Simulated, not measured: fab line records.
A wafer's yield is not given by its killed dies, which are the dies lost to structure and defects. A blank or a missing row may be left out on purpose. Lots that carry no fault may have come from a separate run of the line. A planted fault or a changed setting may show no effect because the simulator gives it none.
Which tool was responsible? | flow nand_harc | 11 lots, 33 wafers sampled, at 5 steps of a route of 1302

== WHAT THE GAUGES SHOWED, per wafer ==
NHARC_END_SORT_01.
lot  | measured     | on        | killed_at_array
L641 | day 29 13:40 | prober-01 | 60

== WHAT TOOL EACH LOT RAN ON (gives the tool, then ch and the chambers of the sampled wafers, and finally the start) ==
lot  | NHARC_A_CHANNEL_HOLE_D2_ETCH_44    | NHARC_A_CHANNEL_FILL_D2_ALD_16   | NHARC_A_CHANNEL_FILL_D2_ETCHBACK_19 | NHARC_A_CHANNEL_FILL_D2_RTA_24
L628 | rie_diel-02 ch 1,2,3, day 13 08:55 | ald_hk-04 ch 1,2, day 13 22:15   | rie_si-02 ch 0,1,2, day 14 10:09    | rtp_anneal-02 ch 0, day 15 10:23
L629 | rie_diel-05 ch 0,3, day 13 21:25   | ald_hk-03 ch 0,1, day 14 11:28   | rie_si-06 ch 0,2, day 14 23:11      | rtp_anneal-01 ch 0, day 15 22:56
L630 | rie_diel-02 ch 0,2,3, day 13 22:31 | ald_hk-03 ch 0,1,3, day 14 11:19 | rie_si-03 ch 0,1,2, day 14 23:11    | rtp_anneal-01 ch 0, day 15 23:05
L636 | rie_diel-12 ch 0,1,3, day 17 10:29 | ald_hk-02 ch 1,2, day 18 01:54   | rie_si-06 ch 0,1,2, day 18 11:02    | rtp_anneal-01 ch 0, day 19 10:27
L640 | rie_diel-12 ch 1,2, day 18 07:26   | ald_hk-02 ch 0,1, day 18 19:54   | rie_si-03 ch 0,3, day 19 07:43      | rtp_anneal-02 ch 0, day 20 07:10
L641 | rie_diel-05 ch 0,1,3, day 18 13:37 | ald_hk-03 ch 2,3, day 19 03:07   | rie_si-06 ch 0,1,3, day 19 15:56    | rtp_anneal-02 ch 0, day 20 16:50
L647 | rie_diel-02 ch 1,2,3, day 20 16:49 | ald_hk-02 ch 0,3, day 21 06:40   | rie_si-03 ch 0,3, day 21 20:08      | rtp_anneal-01 ch 0, day 22 21:38
L645 | rie_diel-02 ch 0,2, day 20 20:56   | ald_hk-04 ch 2,3, day 21 11:39   | rie_si-06 ch 0,2,3, day 22 00:57    | rtp_anneal-02 ch 0, day 23 00:23
L646 | rie_diel-05 ch 0,3, day 20 22:37   | ald_hk-03 ch 0,1,2, day 21 11:37 | rie_si-03 ch 0,2,3, day 22 00:55    | rtp_anneal-01 ch 0, day 23 00:20
L648 | rie_diel-02 ch 1,2,3, day 21 10:47 | ald_hk-04 ch 1,3, day 22 00:11   | rie_si-02 ch 0,2,3, day 22 12:04    | rtp_anneal-01 ch 0, day 23 11:49
L651 | rie_diel-02 ch 0,3, day 22 20:26   | ald_hk-02 ch 0,1,3, day 23 09:53 | rie_si-06 ch 0,1,3, day 23 21:42    | rtp_anneal-01 ch 0, day 24 21:23
- NHARC_A_CHANNEL_HOLE_D2_ETCH_44: etches the open film in CF4/O2, target depth 140 nm, overetch 14 nm, time 77 s.
- NHARC_A_CHANNEL_FILL_D2_ALD_16: deposits SiO2, target thk 1.5 nm, pulse time 10 s, ald cycles 15.
- NHARC_A_CHANNEL_FILL_D2_ETCHBACK_19: etches the open film in HBr/Cl2, target depth 5 nm, time 1.7 s.
- NHARC_A_CHANNEL_FILL_D2_RTA_24: time 5 s.

== THE ANSWER, worked out from the rows above alone ==
Rule: what is usual is taken from the lots themselves. The widest of any qualifying gaps counts: lots, ordered by their means at a reading, are off when they make up no more than a third of the lots, leave a main group of 4 or more, and stand apart from it by 3 or more times the standard deviation of that group's means. Not used: any main group whose means are identical at the precision the tables above print for the reading. A lot without any number at a reading at which 4 lots or more have one is off too. All remaining lots with rows at the step are treated as sound.
No lot is off on any of the readings shown, so nothing can be concluded from this.

== WHAT THE SIMULATOR HAD INSERTED ==
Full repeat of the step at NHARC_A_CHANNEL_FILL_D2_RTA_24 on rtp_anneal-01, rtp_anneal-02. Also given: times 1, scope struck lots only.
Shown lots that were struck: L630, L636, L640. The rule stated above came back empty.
